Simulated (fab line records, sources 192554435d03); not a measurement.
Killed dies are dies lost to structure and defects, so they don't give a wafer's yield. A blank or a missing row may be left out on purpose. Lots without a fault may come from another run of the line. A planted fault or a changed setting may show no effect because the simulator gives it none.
Chamber matching | flow n5_finfet | N5_BEOL_M13_ETCH_68 on rie_diel-03: 4 sister chambers
The step etches SOC in N2/H2, time 355 s. 4 wafers are shown with their chamber, then 7 later ones without.

WAFERS WITH THEIR CHAMBER
wafer  | chamber | showerhead_plenum_p_Torr (Torr)
L082.4 | 3       | 2.62
L081.3 | 0       | 2.61
L091.1 | 2       | 2.59
L091.4 | 1       | 2.51

WAFERS WITHOUT THEIR CHAMBER
wafer  | showerhead_plenum_p_Torr (Torr)
L091.5 | 2.59
L096.2 | 2.61
L096.3 | 2.60
L096.4 | 2.58
L097.1 | 2.58
L097.4 | 2.60
L097.6 | 2.51

WHICH CHAMBER EACH WENT THROUGH
wafer  | from the rows above          | in truth
L091.5 | 2                            | 2
L096.2 | can't be placed: 0 or 3      | 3
L096.3 | can't be placed: 0 or 2 or 3 | 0
L096.4 | 2                            | 2
L097.1 | 2                            | 2
L097.4 | can't be placed: 0 or 2 or 3 | 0
L097.6 | 1                            | 1
Placed correctly: 4 of 7. Can't be placed from these rows: 3 (the true chamber is among the candidates in 3). Placed wrongly: 0.
How it was worked out, from the rows above alone: a wafer's distance from a chamber is the root of the sum, over the readings, of the square of ((its reading less the chamber's mean) divided by the reading's scatter). The wafer belongs to the nearest chamber; if the next one is less than 2 further off, it can't be placed. A chamber's mean is the mean of its shown wafers. The scatter: with one shown wafer a chamber, the root of the mean of the squares of how far each hidden wafer lies from its nearest shown one.
